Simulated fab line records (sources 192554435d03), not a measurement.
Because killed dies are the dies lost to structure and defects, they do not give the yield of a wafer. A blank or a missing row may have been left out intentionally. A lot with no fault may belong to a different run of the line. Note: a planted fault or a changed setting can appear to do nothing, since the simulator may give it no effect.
fab line records -- flow n5-finfet
[record] lots = 8, wafers = 24, last-day = 18
route steps=1938 shown BEOL_M4@1111 BEOL_M10@1503 PASSIVATION@1936
lots that met no fault: taken from a fault-free run of the same line
start-h: start of the lot's first displayed wafer, in hours after the record's first day -- wait-h: hours elapsed since this lot's preceding step -- " identical to the entry in the row above -- L1.1+2: a single row standing in for several wafers -- - either no value or no given start -- * or withheld: withheld -- < > ~ a bound
route shown NAME@n: NAME is a module with steps in the file, n the number in the route of the first one -- usual: mean/standard deviation taken from wafers without a fault -- same: alike in all rows -- chamber/n: place in a boat -- sites: readings site by site -- _std_site: standard deviation of those values -- _edge_site: inner sites' mean taken away from outer sites' mean -- radius-mm: for every site, how far away it sits from the centre of the wafer -- mask NAME#n: copy n -- behind: the tool/chamber that last shaped the wafer -- hold: what put the lot on hold/how long, in hours/how the hold closed -- device: which transistor (n, p or np) failed to switch -- end of line: the tests these same wafers got at the end of their route -- step lacking rows: just its recipe -- killed: dies that structure and defects cost at the first sort, which is not the same as the wafer's yield -- map: shows each die of a wafer: x if killed, . if not, _ if none is there
set.NAME: setting as actually run; set.NAME@STEP: the setting as run at that earlier step -- model.NAME: the simulator's own value behind a step, which no gauge read
the route's steps for a sample of lots (tables are steps, rows are wafers)
services: a tool's chamber out of use, with start hour (start-h, from the record's first day; less than 0 if before it), hours out, and reason
[[steps]]
[step N5_BEOL_M4_RC_MEAS_101]
[usual] DIBL_N = 35.8/1.6, DIBL_P = 36.0/1.9, IOFF_N = 0.151/0.029, IOFF_P = 0.21/0.037, ION_N = 673/12, ION_P = 463/7.3, SS_N = 71.5/0.58, SS_P = 73.2/0.61, VT_N = 251/3.3, VT_P = -250/3.3
lot.wafer,tool,chamber,start-h,wait-h,DIBL_N[mV/V],DIBL_P[mV/V],IOFF_N[nA/um],IOFF_P[nA/um],ION_N[uA/um],ION_P[uA/um],SS_N[mV/dec],SS_P[mV/dec],VT_N[mV],VT_P[mV]
L248.3,prober-01,0,206.47,0.3,34.5,34.6,0.125,0.16,674,456,70.6,73.4,254,-256
L248.4,prober-01,0,206.47,0.3,35.4,34.6,0.136,0.17,672,459,71.2,72.7,253,-255
L248.6,prober-01,0,206.47,0.3,36.9,37.2,0.161,0.20,676,455,71.5,73.4,252,-249
L251.2,prober-01,0,210.31,0.2,34.8,32.8,0.112,0.14,664,453,71.5,72.6,255,-257
L251.3,prober-01,0,210.31,0.2,35.8,35.3,0.133,0.17,668,461,71.8,73.1,252,-252
L251.6,prober-01,0,210.31,0.2,34.7,34.9,0.124,0.18,657,453,71.6,72.9,251,-252
L254.1,prober-01,0,241.66,0.0,34.9,36.0,0.134,0.17,662,453,71.1,73.5,255,-252
L254.4,prober-01,0,241.66,0.0,36.4,37.1,0.156,0.18,678,456,71.5,73.6,251,-258
L254.6,prober-01,0,241.66,0.0,35.8,38.3,0.156,0.19,677,463,71.2,73.4,250,-252
L260.2,prober-01,0,277.44,0.2,33.5,33.6,0.129,0.17,672,457,70.5,72.7,254,-252
L260.3,prober-01,0,277.44,0.2,34.4,34.1,0.130,0.18,676,465,70.6,72.7,253,-252
L260.6,prober-01,0,277.44,0.2,33.5,32.7,0.115,0.17,656,456,70.9,72.2,255,-252
L259.1,prober-02,0,278.49,0.0,35.2,33.6,0.151,0.21,688,470,71.8,73.0,250,-247
L259.2,prober-02,0,278.49,0.0,38.9,39.2,0.229,0.31,695,476,71.9,74.0,244,-245
L259.5,prober-02,0,278.49,0.0,35.8,35.5,0.163,0.24,678,470,72.0,73.4,248,-246
L264.1,prober-01,0,306.56,0.0,37.7,38.0,0.210,0.29,692,477,72.4,73.5,247,-245
L264.3,prober-01,0,306.56,0.0,36.0,36.1,0.178,0.24,681,473,71.2,73.3,246,-248
L264.4,prober-01,0,306.56,0.0,35.0,33.9,0.142,0.20,678,467,71.7,72.5,250,-250
L265.1,prober-02,0,314.20,0.0,38.5,38.6,0.170,0.23,670,464,72.0,73.9,251,-251
L265.3,prober-02,0,314.20,0.0,35.4,35.1,0.135,0.19,671,456,71.2,72.6,250,-253
L265.5,prober-02,0,314.20,0.0,36.8,37.2,0.166,0.22,679,461,71.5,73.7,250,-249
L266.1,prober-01,0,314.57,0.0,34.7,35.1,0.136,0.19,671,457,70.9,72.2,252,-252
L266.3,prober-01,0,314.57,0.0,35.3,36.0,0.142,0.21,664,459,71.9,73.1,252,-251
L266.5,prober-01,0,314.57,0.0,34.8,35.4,0.128,0.20,660,456,71.4,72.6,254,-253
[step N5_BEOL_M10_OVL_MEAS_29]
[recipe] points-per-wafer = 44
[usual] V9_OVL = -0.4/0.77
lot.wafer,tool,chamber,start-h,wait-h,V9_OVL[nm]
L248.3,overlay-02,0,260.10,0.0,-0.4
L248.4,overlay-02,0,260.10,0.0,-0.5
L248.6,overlay-02,0,260.10,0.0,-0.7
L251.2,overlay-02,0,264.87,0.0,0.9
L251.3,overlay-02,0,264.87,0.0,0.0
L251.6,overlay-02,0,264.87,0.0,-0.2
L254.1,overlay-01,0,297.89,0.0,-0.1
L254.4,overlay-01,0,297.89,0.0,-1.6
L254.6,overlay-01,0,297.89,0.0,0.1
L259.1,overlay-01,0,330.23,0.0,-0.6
L259.2,overlay-01,0,330.23,0.0,0.5
L259.5,overlay-01,0,330.23,0.0,-0.4
L260.2,overlay-01,0,332.33,0.0,1.4
L260.3,overlay-01,0,332.33,0.0,-0.8
L260.6,overlay-01,0,332.33,0.0,0.2
L264.1,overlay-02,0,353.69,0.0,0.8
L264.3,overlay-02,0,353.69,0.0,-0.2
L264.4,overlay-02,0,353.69,0.0,-0.2
L265.1,overlay-01,0,369.86,0.0,-2.2
L265.3,overlay-01,0,369.86,0.0,-2.2
L265.5,overlay-01,0,369.86,0.0,-1.6
L266.1,overlay-01,0,372.58,0.0,0.2
L266.3,overlay-01,0,372.58,0.0,0.0
L266.5,overlay-01,0,372.58,0.0,0.6
[step N5_BEOL_M10_DESCUM_33]
[recipe] chemistry = O2, time-s = 7.9, source-power-w = 50, bias-power-w = 20, pressure-mtorr = 20, rf-frequency-hz = 2.712e+07, temp-c = 40, resist = CAR-ArF, o2-flow-sccm = 225
[usual] chamber-pressure-mTorr = 19.998/0.018, drypump-motor-current-A = 5.8/0.48, oes-product-au = 0.82/0.091, rf-vpp-V = 243.6/1.3, showerhead-plenum-p-Torr = 2.13/0.069, throttle-valve-pct = 20.33/0.15
lot.wafer,tool,chamber,start-h,wait-h,chamber-pressure-mTorr,drypump-motor-current-A,oes-product-au,rf-hours-counter-h,rf-vpp-V,showerhead-plenum-p-Torr,throttle-valve-pct
L248.3,rie-diel-04,0,260.27,0.1,20.032,6.7,0.89,30,245.2,2.23,20.46
L248.4,rie-diel-04,2,260.27,0.1,20.010,5.6,0.98,2,245.1,2.22,20.14
L248.6,rie-diel-04,1,260.27,0.1,20.010,6.3,0.92,-,241.2,2.06,20.16
L251.2,rie-diel-02,3,265.45,0.5,19.982,5.6,0.71,206,241.8,2.07,20.45
L251.3,rie-diel-02,0,265.45,0.5,20.024,5.3,0.69,234,242.1,1.99,20.48
L251.6,rie-diel-02,3,265.45,0.5,20.020,5.6,0.71,-,242.3,2.07,20.44
L254.1,rie-diel-02,1,298.66,0.7,19.980,6.3,0.96,4,244.9,2.13,19.98
L254.4,rie-diel-02,2,298.66,0.7,19.982,5.2,0.96,11,243.6,2.15,20.52
L254.6,rie-diel-02,2,298.66,0.7,20.021,5.2,0.96,-,244.0,2.16,20.53
L259.1,rie-diel-03,1,330.30,0.0,20.007,5.3,0.79,124,243.3,2.10,20.29
L259.2,rie-diel-03,0,330.30,0.0,19.995,5.6,0.69,240,243.1,2.05,20.29
L259.5,rie-diel-03,1,330.30,0.0,19.971,5.3,0.78,-,242.6,2.10,20.29
L260.2,rie-diel-04,2,332.39,0.0,20.027,5.6,0.90,28,245.9,2.21,20.19
L260.3,rie-diel-04,1,332.39,0.0,20.005,6.3,0.88,47,242.3,2.05,20.18
L260.6,rie-diel-04,0,332.39,0.0,19.977,6.7,0.84,-,243.7,2.22,20.52
L264.1,rie-diel-02,3,355.06,1.3,20.025,5.6,0.68,245,243.0,2.06,20.49
L264.3,rie-diel-02,0,355.06,1.3,20.024,5.3,0.93,12,246.9,2.25,20.07
L264.4,rie-diel-02,1,355.06,1.3,20.012,6.3,0.89,26,244.1,2.12,20.00
L265.1,rie-diel-04,0,369.92,0.0,20.007,6.7,0.84,65,246.5,2.22,20.53
L265.3,rie-diel-04,3,369.92,0.0,20.018,6.4,0.80,102,243.4,2.11,20.55
L265.5,rie-diel-04,1,369.92,0.0,20.010,6.3,0.86,-,242.5,2.04,20.21
L266.1,rie-diel-04,3,372.64,0.0,20.028,6.4,0.81,103,243.0,2.11,20.57
L266.3,rie-diel-04,2,372.64,0.0,19.998,5.6,0.89,38,244.2,2.21,20.21
L266.5,rie-diel-04,0,372.64,0.0,19.984,6.7,0.83,-,244.2,2.22,20.53
[step N5_BEOL_M10_ETCH_41]
[recipe] chemistry = CH3F/O2, target = SiCN, target-depth-a = 426, taper-deg = 2, time-s = 86, ion-energy-ev = 120, mask-material = TiN, pressure-mtorr = 30, source-w = 395, bias-w = 75, Ar_flow_sccm = 150, CH3F_flow_sccm = 30, O2_flow_sccm = 20
[usual] chamber-pressure-mTorr = 30.00/0.03, drypump-motor-current-A = 5.8/0.47, oes-product-au = 0.82/0.089, rf-vpp-V = 297.9/1.6, showerhead-plenum-p-Torr = 2.03/0.069, throttle-valve-pct = 16.21/0.18
lot.wafer,tool,chamber,start-h,wait-h,chamber-pressure-mTorr,drypump-motor-current-A,oes-product-au,rf-hours-counter-h,rf-vpp-V,showerhead-plenum-p-Torr,throttle-valve-pct
L248.3,rie-diel-04,0,-,-,30.00,6.7,0.88,31,300.1,2.13,16.29
L248.4,rie-diel-04,2,-,-,30.04,5.6,0.97,3,300.1,2.12,16.03
L248.6,rie-diel-04,1,-,-,30.05,6.3,0.93,-,297.1,1.96,15.96
L251.2,rie-diel-02,3,-,-,30.02,5.6,0.72,206,297.4,2.00,16.45
L251.3,rie-diel-02,0,-,-,30.02,5.3,0.69,235,293.7,1.88,16.21
L251.6,rie-diel-02,3,-,-,29.99,5.6,0.72,-,295.3,2.00,16.44
L254.1,rie-diel-02,1,-,-,29.99,6.2,0.95,4,298.4,2.06,15.97
L254.4,rie-diel-02,2,-,-,30.02,5.2,0.96,12,298.1,2.05,16.29
L254.6,rie-diel-02,2,-,-,29.97,5.2,0.96,-,298.0,2.05,16.28
L259.1,rie-diel-03,1,-,-,30.02,5.3,0.76,124,299.1,1.99,16.06
L259.2,rie-diel-03,0,-,-,30.02,5.6,0.70,240,296.1,1.96,16.26
L259.5,rie-diel-03,1,-,-,29.97,5.3,0.78,-,297.5,1.99,16.07
L260.2,rie-diel-04,2,-,-,30.02,5.6,0.90,28,298.6,2.12,16.08
L260.3,rie-diel-04,1,-,-,30.01,6.3,0.88,47,297.1,1.95,15.99
L260.6,rie-diel-04,0,-,-,29.95,6.7,0.84,-,299.8,2.12,16.35
L264.1,rie-diel-02,3,-,-,30.00,5.6,0.69,245,295.4,1.98,16.52
L264.3,rie-diel-02,0,-,-,29.99,5.3,0.92,12,300.1,2.12,15.76
L264.4,rie-diel-02,1,-,-,29.99,6.2,0.90,26,299.3,2.05,16.00
L265.1,rie-diel-04,0,-,-,30.00,6.7,0.82,65,299.6,2.11,16.36
L265.3,rie-diel-04,3,-,-,30.01,6.4,0.80,102,299.6,2.03,16.52
L265.5,rie-diel-04,1,-,-,30.01,6.3,0.87,-,297.5,1.95,16.01
L266.1,rie-diel-04,3,-,-,29.97,6.4,0.80,103,297.6,2.03,16.52
L266.3,rie-diel-04,2,-,-,30.00,5.6,0.87,38,299.2,2.11,16.10
L266.5,rie-diel-04,0,-,-,30.02,6.7,0.81,-,298.9,2.11,16.35
[step N5_BEOL_M10_ALD_74]
[recipe] material = TaN, target-thk-a = 20, temp-c = 275, ald-precursor-family = PDMAT, ald-co-reactant = NH3, pressure-torr = 3, carrier-flow-sccm = 1500, pulse-time-s = 2, purge-time-s = 3, co-reactant-purge-time-s = 2, co-reactant-pulse-time-s = 3, ald-cycles = 40, precursor-vessel-temp-c = 75, precursor-vessel-pressure-torr = 26.25, precursor-vessel-carrier-sccm = 1000
[usual] ald-cycles = 40/0, chamber-pressure-Torr = 2.999/0.0061, heater-power-w = 401/36, precursor-vessel-pressure-torr = 26.25/0.047
lot.wafer,tool,chamber,start-h,wait-h,ald-cycles,chamber-pressure-Torr,heater-power-w,precursor-vessel-pressure-torr
L248.3,ald-metal-01,0,261.98,0.0,40,2.998,375,26.30
L248.4,ald-metal-01,3,261.98,0.0,40,3.004,382,26.29
L248.6,ald-metal-01,1,261.98,0.0,40,2.998,442,26.27
L251.2,ald-metal-04,1,266.66,0.1,40,2.997,456,26.27
L251.3,ald-metal-04,0,266.66,0.1,40,2.997,453,26.23
L251.6,ald-metal-04,3,266.66,0.1,40,2.993,345,26.23
L254.1,ald-metal-04,1,300.27,0.1,40,2.992,465,26.31
L254.4,ald-metal-04,0,300.27,0.1,40,2.997,450,26.30
L254.6,ald-metal-04,1,300.27,0.1,40,2.985,448,26.23
L259.1,ald-metal-04,2,333.04,0.0,-,-,-,-
L259.2,ald-metal-04,0,333.04,0.0,-,-,-,-
L259.5,ald-metal-04,3,333.04,0.0,-,-,-,-
L260.2,ald-metal-04,0,333.52,0.0,-,-,-,-
L260.3,ald-metal-04,2,333.52,0.0,-,-,-,-
L260.6,ald-metal-04,1,333.52,0.0,-,-,-,-
L264.1,ald-metal-01,1,359.44,0.1,40,3.002,439,26.31
L264.3,ald-metal-01,0,359.44,0.1,40,2.993,369,26.20
L264.4,ald-metal-01,3,359.44,0.1,40,2.989,385,26.24
L265.1,ald-metal-02,2,371.22,0.0,40,3.005,405,26.32
L265.3,ald-metal-02,0,371.22,0.0,40,3.001,390,26.21
L265.5,ald-metal-02,0,371.22,0.0,40,3.003,384,26.25
L266.1,ald-metal-04,0,374.47,0.0,40,3.006,444,26.22
L266.3,ald-metal-04,2,374.47,0.0,40,3.000,339,26.22
L266.5,ald-metal-04,1,374.47,0.0,40,3.001,460,26.19
[step N5_BEOL_M10_CMP_52]
[recipe] stop-on = SiCOH_lowk, t-overpolish-s = 7, down-force-psi = 1, platen-rpm = 50, clearing-platen-down-force-psi = 1.5, clearing-platen-rpm = 50, post-cmp-clean = cu-alkaline, target-thk-nm = 140, clearing-platen-pad-velocity-m-s = 0.99484, pad-velocity-m-s = 0.99484
[usual] barrier-field-endpoint-s = 29.2/0.73, motor-current-A = 5.9/0.48
lot.wafer,tool,chamber,start-h,wait-h,barrier-field-endpoint-s,motor-current-A
L248.3,cmp-03,2,263.20,0.2,29.8,5.7
L248.4,cmp-03,1,263.20,0.2,30.7,5.6
L248.6,cmp-03,2,263.20,0.2,29.5,5.6
L251.3,cmp-02,2,269.42,0.2,29.6,6.7
L251.2,cmp-02,3,269.42,0.2,28.2,5.6
L251.6,cmp-02,2,269.42,0.2,29.3,6.7
L254.1,cmp-02,2,301.73,0.3,29.6,6.5
L254.4,cmp-02,1,301.73,0.3,29.7,6.4
L254.6,cmp-02,3,301.73,0.3,29.2,5.4
L259.2,cmp-01,3,334.07,0.2,25.4,4.9
L259.1,cmp-01,1,334.07,0.2,25.7,5.8
L259.5,cmp-01,0,334.07,0.2,25.9,5.3
L260.3,cmp-03,3,334.97,0.2,26.0,6.2
L260.2,cmp-03,0,334.97,0.2,25.6,5.7
L260.6,cmp-03,3,334.97,0.2,26.2,6.4
L264.1,cmp-01,0,360.59,0.3,28.7,5.2
L264.3,cmp-01,1,360.59,0.3,29.3,5.8
L264.4,cmp-01,2,360.59,0.3,28.8,6.1
L265.1,cmp-03,2,372.65,0.3,29.1,5.5
L265.3,cmp-03,3,372.65,0.3,29.4,6.6
L265.5,cmp-03,3,372.65,0.3,28.6,6.4
L266.1,cmp-03,3,375.60,0.3,29.2,6.5
L266.3,cmp-03,0,375.60,0.3,29.0,5.9
L266.5,cmp-03,3,375.60,0.3,30.3,6.4
[step N5_PASSIVATION_PROBE_49]
[usual] defect-limited-yield = 90.9/1.4, killed_at_M0_to_M3 = 37/12, killed_at_M4_up = 14/5.3, killed-at-contacts = 12/6.2, killed-at-front-end = 41/11, killed-at-other = 3.7/2.9, killed-dies = 107/17, killed-on-rim = 14/4.4, killed-open = 71/12, killed-short = 34/7.9, sort_bin_4_leakage = 0/0, sort_bin_5_function = 5.3/0.95, sort_bin_6_memory = 3.4/0.7, sort-n-pass = 1073/17, sort-yield-pct = 90.9/1.5
[same] gross-dies = 1180, killed-at-back-side = 0, sort_bin_8_speed[%] = 0
lot.wafer,tool,chamber,start-h,wait-h,defect-limited-yield[%],killed_at_M0_to_M3,killed_at_M4_up,killed-at-contacts,killed-at-front-end,killed-at-other,killed-dies,killed-on-rim,killed-open,killed-short,sort_bin_4_leakage[%],sort_bin_5_function[%],sort_bin_6_memory[%],sort-n-pass,sort-yield-pct[%]
L248.3,prober-01,-,313.30,0.1,88.7,44,10,10,65,4,133,17,84,45,0,6.3,4.2,1047,88.7
L248.4,prober-01,-,313.35,0.2,93.0,20,12,15,35,1,83,18,49,30,0,4.2,2.1,1097,93.0
L248.6,prober-01,-,313.45,0.3,92.4,29,6,16,38,1,90,13,55,33,0,4.9,2.6,1090,92.4
L251.2,prober-02,-,325.09,0.1,91.9,37,8,3,48,0,96,9,58,36,0,4.4,3.5,1084,91.9
L251.3,prober-02,-,325.14,0.1,91.0,25,13,21,43,4,106,17,67,35,0,5.5,3.1,1074,91.0
L251.6,prober-02,-,325.29,0.3,90.2,34,19,8,54,1,116,16,71,42,0,6.3,3.1,1064,90.2
L254.1,prober-02,-,352.81,0.0,88.5,52,5,25,49,5,136,18,82,49,0,7.7,3.4,1044,88.5
L254.4,prober-02,-,352.96,0.2,90.6,43,17,17,32,2,111,7,73,37,0,5.6,3.6,1069,90.6
L254.6,prober-02,-,353.06,0.3,92.6,29,17,7,29,5,87,13,59,25,0,4.8,2.3,1093,92.6
L260.2,prober-01,-,387.45,0.1,0,37,1077,7,54,5,1180,152,86,41,89.15,5.9,4.7,0,0
L260.3,prober-01,-,387.50,0.1,0,26,1096,13,41,4,1180,152,66,28,91.86,4.9,2.9,0,0
L260.6,prober-01,-,387.65,0.3,0,35,1068,22,54,1,1180,152,82,38,89.41,6.3,3.9,0,0
L259.1,prober-02,-,389.00,0.0,0,36,1095,7,39,3,1180,152,64,22,92.29,4.4,2.9,0,0
L259.2,prober-02,-,389.05,0.1,0,44,1083,14,37,2,1180,152,77,31,90.59,5.8,3.5,0,0
L259.5,prober-02,-,389.20,0.2,0,44,1057,31,36,12,1180,152,103,36,87.80,6.6,5.1,0,0
L264.1,prober-01,-,403.41,0.0,90.2,34,13,6,62,1,116,16,72,41,0,5.4,3.8,1064,90.2
L264.3,prober-01,-,403.51,0.1,91.4,43,16,16,23,4,102,13,63,38,0,5.3,3.0,1078,91.4
L264.4,prober-01,-,403.56,0.2,90.3,52,10,13,39,1,115,15,72,42,0,5.3,4.2,1065,90.3
L265.1,prober-02,-,419.72,0.0,89.6,45,9,11,54,4,123,12,79,37,0,5.8,3.6,1057,89.6
L265.3,prober-02,-,419.82,0.1,92.5,29,10,9,38,2,88,14,59,29,0,4.7,2.5,1092,92.5
L265.5,prober-02,-,419.92,0.2,92.4,26,7,9,40,8,90,11,60,24,0,3.8,3.3,1090,92.4
L266.1,prober-02,-,426.06,0.0,89.5,38,18,7,58,3,124,17,86,35,0,5.3,4.9,1056,89.5
L266.3,prober-02,-,426.16,0.1,91.9,27,16,5,43,4,95,12,55,40,0,4.7,2.8,1085,91.9
L266.5,prober-02,-,426.26,0.2,89.7,41,19,11,49,2,122,13,73,47,0,5.8,4.2,1058,89.7
// killed by level:class
L248.3 STI_FIN_REVEAL:geometric-particle:open=26 BEOL_M0_SAQP:geometric-particle:short=10 MOL_CONTACT_COAG:geometric-particle:open=9 BEOL_M0_SAQP:geometric-particle:open=8 BEOL_M1:geometric-particle:open=8 FIN_SAQP:geometric-particle:open=5 STI_FIN_REVEAL:geometric-particle:short=5 DUMMY_GATE:geometric-particle:open=5
L248.4 MOL_CONTACT_COAG:geometric-particle:open=11 STI_FIN_REVEAL:geometric-particle:open=7 BEOL_M0_SAQP:geometric-particle:short=7 BEOL_M0_SAQP:geometric-particle:open=6 DUMMY_GATE:geometric-particle:open=5 BEOL_M5:geometric-particle:open=5 MOL_CONTACT_COAG:geometric-particle:short=4 HKMG_FIN:area-etch=4
L248.6 MOL_CONTACT_COAG:geometric-particle:open=13 BEOL_M1:geometric-particle:open=13 STI_FIN_REVEAL:geometric-particle:open=10 GATE_CUT:geometric-particle:short=6 BEOL_M0_SAQP:geometric-particle:short=5 BEOL_M1:geometric-particle:short=5 BEOL_M0_SAQP:geometric-particle:open=4 STARTING-WAFER:geometric-particle:open=4
L251.2 FIN_SAQP:geometric-particle:open=18 BEOL_M0_SAQP:geometric-particle:short=12 BEOL_M2:geometric-particle:open=10 STI_FIN_REVEAL:geometric-particle:open=8 BEOL_M0_SAQP:geometric-particle:open=7 GATE_CUT:geometric-particle:short=4 STARTING-WAFER:geometric-particle:short=4 FIN_SAQP:geometric-particle:short=3
L251.3 FIN_SAQP:geometric-particle:short=16 MOL_CONTACT_COAG:geometric-particle:open=16 FIN_SAQP:geometric-particle:open=14 BEOL_M2:geometric-particle:open=7 BEOL_M0_SAQP:geometric-particle:open=6 BEOL_M0_SAQP:geometric-particle:short=6 STI_FIN_REVEAL:geometric-particle:open=5 MOL_CONTACT_COAG:geometric-particle:short=4
L251.6 FIN_SAQP:geometric-particle:open=12 FIN_SAQP:geometric-particle:short=12 STI_FIN_REVEAL:geometric-particle:open=10 BEOL_M0_SAQP:geometric-particle:short=9 MOL_CONTACT_COAG:geometric-particle:open=6 BEOL_M3:geometric-particle:open=6 BEOL_M0_SAQP:geometric-particle:open=5 BEOL_M2:geometric-particle:open=5
L254.1 MOL_CONTACT_COAG:geometric-particle:open=20 FIN_SAQP:geometric-particle:short=13 BEOL_M0_SAQP:geometric-particle:open=13 BEOL_M0_SAQP:geometric-particle:short=11 BEOL_M3:geometric-particle:open=11 BEOL_M2:geometric-particle:open=10 GATE_CUT:geometric-particle:short=9 FIN_SAQP:geometric-particle:open=6
L254.4 MOL_CONTACT_COAG:geometric-particle:open=14 BEOL_M0_SAQP:geometric-particle:short=13 BEOL_M2:geometric-particle:open=8 BEOL_M3:geometric-particle:open=8 FIN_SAQP:geometric-particle:open=7 BEOL_M0_SAQP:geometric-particle:open=7 BEOL_M4:geometric-particle:open=6 STARTING-WAFER:geometric-particle:short=5
L254.6 BEOL_M0_SAQP:geometric-particle:open=8 FIN_SAQP:geometric-particle:open=6 BEOL_M0_SAQP:geometric-particle:short=6 BEOL_M2:geometric-particle:open=5 DUMMY_GATE:geometric-particle:open=4 MOL_CONTACT_COAG:geometric-particle:open=4 BEOL_M4:geometric-particle:open=4 BEOL_M5:geometric-particle:open=4
L260.2 BEOL_M10:area-ald=1052 STI_FIN_REVEAL:geometric-particle:open=22 BEOL_M4:geometric-particle:open=16 BEOL_M3:geometric-particle:open=11 BEOL_M2:geometric-particle:open=9 STI_FIN_REVEAL:geometric-particle:short=7 MOL_CONTACT_COAG:geometric-particle:open=7 BEOL_M0_SAQP:geometric-particle:short=7
L260.3 BEOL_M10:area-ald=1083 DUMMY_GATE:geometric-particle:open=14 MOL_CONTACT_COAG:geometric-particle:open=9 BEOL_M0_SAQP:geometric-particle:short=8 BEOL_M2:geometric-particle:open=8 BEOL_M0_SAQP:geometric-particle:open=7 FIN_SAQP:geometric-particle:short=6 STI_FIN_REVEAL:geometric-particle:open=6
L260.6 BEOL_M10:area-ald=1054 STI_FIN_REVEAL:geometric-particle:open=17 MOL_CONTACT_COAG:geometric-particle:open=17 BEOL_M2:geometric-particle:open=12 BEOL_M0_SAQP:geometric-particle:short=9 FIN_SAQP:geometric-particle:short=8 DUMMY_GATE:geometric-particle:open=8 BEOL_M0_SAQP:geometric-particle:open=8
L259.1 BEOL_M10:area-ald=1088 BEOL_M2:geometric-particle:open=10 STI_FIN_REVEAL:geometric-particle:open=8 BEOL_M3:geometric-particle:open=8 FIN_SAQP:geometric-particle:open=7 MOL_CONTACT_COAG:geometric-particle:open=7 BEOL_M1:geometric-particle:open=6 BEOL_M0_SAQP:geometric-particle:short=4
L259.2 BEOL_M10:area-ald=1067 STI_FIN_REVEAL:geometric-particle:open=17 MOL_CONTACT_COAG:geometric-particle:open=13 BEOL_M0_SAQP:geometric-particle:short=9 BEOL_M0_SAQP:geometric-particle:open=8 BEOL_M2:geometric-particle:open=8 BEOL_M5:geometric-particle:open=6 BEOL_M0:geometric-particle:open=5
L259.5 BEOL_M10:area-ald=1036 MOL_CONTACT_COAG:geometric-particle:open=26 BEOL_M1:geometric-particle:open=15 STI_FIN_REVEAL:geometric-particle:open=10 BEOL_M0_SAQP:geometric-particle:short=8 BEOL_M2:geometric-particle:open=7 BEOL_M4:geometric-particle:open=7 MOL_CONTACT_COAG:geometric-particle:short=5
L264.1 FIN_SAQP:geometric-particle:open=22 FIN_SAQP:geometric-particle:short=12 GATE_CUT:geometric-particle:short=9 BEOL_M0_SAQP:geometric-particle:open=7 BEOL_M1:geometric-particle:open=7 BEOL_M3:geometric-particle:short=6 BEOL_M4:geometric-particle:open=6 BEOL_M2:geometric-particle:open=5
L264.3 MOL_CONTACT_COAG:geometric-particle:open=12 BEOL_M4:geometric-particle:open=9 BEOL_M1:geometric-particle:open=8 BEOL_M0_SAQP:geometric-particle:short=8 BEOL_M2:geometric-particle:open=7 BEOL_M0_SAQP:geometric-particle:open=6 BEOL_M3:geometric-particle:short=6 FIN_SAQP:geometric-particle:short=5
L264.4 BEOL_M0_SAQP:geometric-particle:open=16 BEOL_M1:geometric-particle:open=12 FIN_SAQP:geometric-particle:open=11 MOL_CONTACT_COAG:geometric-particle:open=11 BEOL_M3:geometric-particle:short=8 BEOL_M0_SAQP:geometric-particle:short=7 FIN_SAQP:geometric-particle:short=6 BEOL_M1:geometric-particle:short=6
L265.1 BEOL_M1:geometric-particle:open=16 STI_FIN_REVEAL:geometric-particle:open=10 MOL_CONTACT_COAG:geometric-particle:open=10 GATE_CUT:geometric-particle:short=8 BEOL_M3:geometric-particle:open=8 FIN_SAQP:geometric-particle:short=7 FIN_SAQP:geometric-particle:open=6 DUMMY_GATE:geometric-particle:open=6
L265.3 BEOL_M1:geometric-particle:open=15 GATE_CUT:geometric-particle:short=10 BEOL_M5:geometric-particle:open=9 MOL_CONTACT_COAG:geometric-particle:open=8 STARTING-WAFER:geometric-particle:open=6 STI_FIN_REVEAL:geometric-particle:open=5 FIN_SAQP:geometric-particle:short=4 STI_FIN_REVEAL:geometric-particle:short=4
L265.5 BEOL_M1:geometric-particle:open=11 STI_FIN_REVEAL:geometric-particle:open=9 DUMMY_GATE:geometric-particle:open=5 MOL_CONTACT_COAG:geometric-particle:open=5 HKMG_FIN:area-etch=5 GATE_CUT:geometric-particle:short=4 MOL_CONTACT_COAG:geometric-particle:short=4 BEOL_M2:geometric-particle:open=4
L266.1 FIN_SAQP:geometric-particle:open=16 FIN_SAQP:geometric-particle:short=13 BEOL_M0_SAQP:geometric-particle:open=9 BEOL_M0_SAQP:geometric-particle:short=8 BEOL_M2:geometric-particle:open=7 BEOL_M3:geometric-particle:open=7 BEOL_M4:geometric-particle:open=7 MOL_CONTACT_COAG:geometric-particle:open=6
L266.3 FIN_SAQP:geometric-particle:short=9 BEOL_M4:geometric-particle:open=8 FIN_SAQP:geometric-particle:open=7 BEOL_M0_SAQP:geometric-particle:short=7 BEOL_M0_SAQP:geometric-particle:open=6 STI_FIN_REVEAL:geometric-particle:open=5 GATE_CUT:geometric-particle:short=5 BEOL_M2:geometric-particle:open=4
L266.5 BEOL_M0_SAQP:geometric-particle:short=15 DUMMY_GATE:geometric-particle:open=11 MOL_CONTACT_COAG:geometric-particle:open=10 BEOL_M4:geometric-particle:open=10 GATE_CUT:geometric-particle:short=9 BEOL_M3:geometric-particle:open=8 BEOL_M0_SAQP:geometric-particle:open=8 FIN_SAQP:geometric-particle:short=7
[[services]]
tool,chamber,start-h,hours,kind
rie-diel-02,2,241.92,-,clean
rie-diel-02,2,241.92,-,consumable-replace:focus-ring
ald-metal-01,1,243.56,3.8,repair
rie-diel-03,0,259.75,6.6,repair
rie-diel-02,0,261.10,2.4,repair
cmp-01,-,272.91,0.3,repair
ald-metal-04,-,286.74,4.3,pm
cmp-03,-,290.76,4.0,pm
cmp-03,-,296.86,6.4,repair
cmp-01,-,302.68,5.5,pm
cmp-02,-,305.22,4.0,pm
rie-diel-03,0,310.73,1.4,repair
rie-diel-03,2,316.71,5.3,repair
cmp-02,-,320.54,8.6,pm
cmp-02,-,330.81,6.3,pm
ald-metal-01,-,337.40,14.0,pm
rie-diel-04,3,341.69,14.3,repair
rie-diel-02,-,344.12,2.0,repair
rie-diel-04,1,345.68,5.8,repair
rie-diel-04,-,346.66,14.6,pm
ald-metal-04,0,350.01,11.8,repair
rie-diel-02,0,362.01,4.7,repair
cmp-01,-,366.34,4.0,pm
ald-metal-04,3,370.30,24.1,repair
[[key]]
[first-sign] step = N5_BEOL_M10_ALD_74, reading = tool-record, direction = missing
[effect] step = N5_BEOL_M10_CMP_52, reading = barrier-field-endpoint-s, direction = down, sigmas = 4.7, usual = 29.2, struck = 25.8
[effect] step = N5_PASSIVATION_PROBE_49, reading = sort_bin_4_leakage, direction = up, sigmas = 99+, usual = 0, struck = 90.18
[more-kills-born-at] N5_BEOL_M10_ALD_74@ald-metal-04 = 6385
met-at N5_BEOL_M10_ALD_74
struck-lots L259,L260
later-rows-left-out L259.1,L259.2,L259.5,L260.2,L260.3,L260.6
not-acting-at N5_BEOL_M10_OVL_MEAS_29,N5_BEOL_M10_DESCUM_33,N5_BEOL_M10_ETCH_41
onset-between 300.27 333.04
[fault] kind = skipped-step-whole, tool = ald-metal-04, chamber = -, onset-h = 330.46, steps = N5_BEOL_M10_ALD_74, scope = struck-lots-only
// later-rows-left-out: the simulator's readings of these wafers behind a module that went badly wrong aren't trusted and aren't shown, but for the sort
